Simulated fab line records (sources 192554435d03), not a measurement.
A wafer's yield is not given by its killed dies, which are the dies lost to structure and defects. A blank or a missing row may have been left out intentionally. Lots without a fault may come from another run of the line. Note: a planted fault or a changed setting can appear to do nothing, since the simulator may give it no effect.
Chamber matching :: flow n5-finfet :: 4 sister chambers for N5_MOL_CONTACT_COAG_ETCH_59 on rie-diel-01
The step etches underlayer in N2/H2, target depth 13 nm, time 10.4 s. 18 wafers are shown with their chamber, then 9 later ones without.

## EACH WAFER AND ITS CHAMBER
wafer: L077.2
chamber: 2
showerhead-plenum-p-Torr (Torr): 2.56
throttle-valve-pct (%): 18.31
oes-product-au (a.u.): 0.64

wafer: L077.3
chamber: 3
showerhead-plenum-p-Torr (Torr): 2.52
throttle-valve-pct (%): 17.88
oes-product-au (a.u.): 0.59

wafer: L077.5
chamber: 0
showerhead-plenum-p-Torr (Torr): 2.48
throttle-valve-pct (%): 17.74
oes-product-au (a.u.): 0.74

wafer: L079.4
chamber: 2
showerhead-plenum-p-Torr (Torr): 2.56
throttle-valve-pct (%): 18.32
oes-product-au (a.u.): 0.64

wafer: L079.5
chamber: 1
showerhead-plenum-p-Torr (Torr): 2.69
throttle-valve-pct (%): 17.86
oes-product-au (a.u.): 0.75

wafer: L079.6
chamber: 2
showerhead-plenum-p-Torr (Torr): 2.56
throttle-valve-pct (%): 18.31
oes-product-au (a.u.): 0.65

wafer: L081.3
chamber: 2
showerhead-plenum-p-Torr (Torr): 2.56
throttle-valve-pct (%): 18.34
oes-product-au (a.u.): 0.64

wafer: L081.5
chamber: 2
showerhead-plenum-p-Torr (Torr): 2.56
throttle-valve-pct (%): 18.33
oes-product-au (a.u.): 0.64

wafer: L081.6
chamber: 3
showerhead-plenum-p-Torr (Torr): 2.51
throttle-valve-pct (%): 17.87
oes-product-au (a.u.): 0.58

wafer: L082.1
chamber: 0
showerhead-plenum-p-Torr (Torr): 2.47
throttle-valve-pct (%): 17.75
oes-product-au (a.u.): 0.75

wafer: L082.2
chamber: 2
showerhead-plenum-p-Torr (Torr): 2.56
throttle-valve-pct (%): 18.33
oes-product-au (a.u.): 0.64

wafer: L082.3
chamber: 1
showerhead-plenum-p-Torr (Torr): 2.69
throttle-valve-pct (%): 17.87
oes-product-au (a.u.): 0.76

wafer: L082.4
chamber: 3
showerhead-plenum-p-Torr (Torr): 2.51
throttle-valve-pct (%): 17.88
oes-product-au (a.u.): 0.58

wafer: L082.5
chamber: 3
showerhead-plenum-p-Torr (Torr): 2.51
throttle-valve-pct (%): 17.89
oes-product-au (a.u.): 0.59

wafer: L082.6
chamber: 0
showerhead-plenum-p-Torr (Torr): 2.47
throttle-valve-pct (%): 17.76
oes-product-au (a.u.): 0.73

wafer: L084.1
chamber: 0
showerhead-plenum-p-Torr (Torr): 2.47
throttle-valve-pct (%): 17.77
oes-product-au (a.u.): 0.73

wafer: L084.4
chamber: 2
showerhead-plenum-p-Torr (Torr): 2.55
throttle-valve-pct (%): 18.34
oes-product-au (a.u.): 0.64

wafer: L084.5
chamber: 2
showerhead-plenum-p-Torr (Torr): 2.55
throttle-valve-pct (%): 18.34
oes-product-au (a.u.): 0.63

SIGNATURES (averages over the wafers above)
reading: showerhead-plenum-p-Torr
chamber 0: 2.4725
chamber 1: 2.6900
chamber 2: 2.5575
chamber 3: 2.5125
scatter within a chamber: 0.00463

reading: throttle-valve-pct
chamber 0: 17.7550
chamber 1: 17.8650
chamber 2: 18.3275
chamber 3: 17.8800
scatter within a chamber: 0.0116

reading: oes-product-au
chamber 0: 0.7375
chamber 1: 0.7550
chamber 2: 0.6400
chamber 3: 0.5850
scatter within a chamber: 0.00668
Rule: distance of a wafer from a chamber = root of the sum over the readings of ((wafer's reading minus chamber's mean) / reading's scatter) squared. If the next closest chamber is less than 2 further off than the closest, the wafer can't be placed; otherwise it belongs to the closest. How the scatter is found: for the shown wafers, subtract from each reading the mean of its chamber, square and add these, divide the total by (wafers less chambers), then take the root.

## WAFERS MISSING THEIR CHAMBER
wafer: L089.1
showerhead-plenum-p-Torr (Torr): 2.68
throttle-valve-pct (%): 17.91
oes-product-au (a.u.): 0.72

wafer: L089.2
showerhead-plenum-p-Torr (Torr): 2.55
throttle-valve-pct (%): 18.35
oes-product-au (a.u.): 0.62

wafer: L089.3
showerhead-plenum-p-Torr (Torr): 2.47
throttle-valve-pct (%): 17.78
oes-product-au (a.u.): 0.71

wafer: L089.4
showerhead-plenum-p-Torr (Torr): 2.51
throttle-valve-pct (%): 17.91
oes-product-au (a.u.): 0.58

wafer: L089.5
showerhead-plenum-p-Torr (Torr): 2.47
throttle-valve-pct (%): 17.78
oes-product-au (a.u.): 0.71

wafer: L089.6
showerhead-plenum-p-Torr (Torr): 2.68
throttle-valve-pct (%): 17.91
oes-product-au (a.u.): 0.73

wafer: L093.2
showerhead-plenum-p-Torr (Torr): 2.54
throttle-valve-pct (%): 18.37
oes-product-au (a.u.): 0.62

wafer: L093.3
showerhead-plenum-p-Torr (Torr): 2.68
throttle-valve-pct (%): 17.93
oes-product-au (a.u.): 0.72

wafer: L093.6
showerhead-plenum-p-Torr (Torr): 2.46
throttle-valve-pct (%): 17.81
oes-product-au (a.u.): 0.71

## WHICH CHAMBER EACH WENT THROUGH
wafer: L089.1
from the rows above: 1
in truth: 1

wafer: L089.2
from the rows above: 2
in truth: 2

wafer: L089.3
from the rows above: 0
in truth: 0

wafer: L089.4
from the rows above: 3
in truth: 3

wafer: L089.5
from the rows above: 0
in truth: 0

wafer: L089.6
from the rows above: 1
in truth: 1

wafer: L093.2
from the rows above: 2
in truth: 2

wafer: L093.3
from the rows above: 1
in truth: 1

wafer: L093.6
from the rows above: 0
in truth: 0
Placed correctly: 9 of 9. Left unplaced by these rows: 0. 0 placed wrongly.
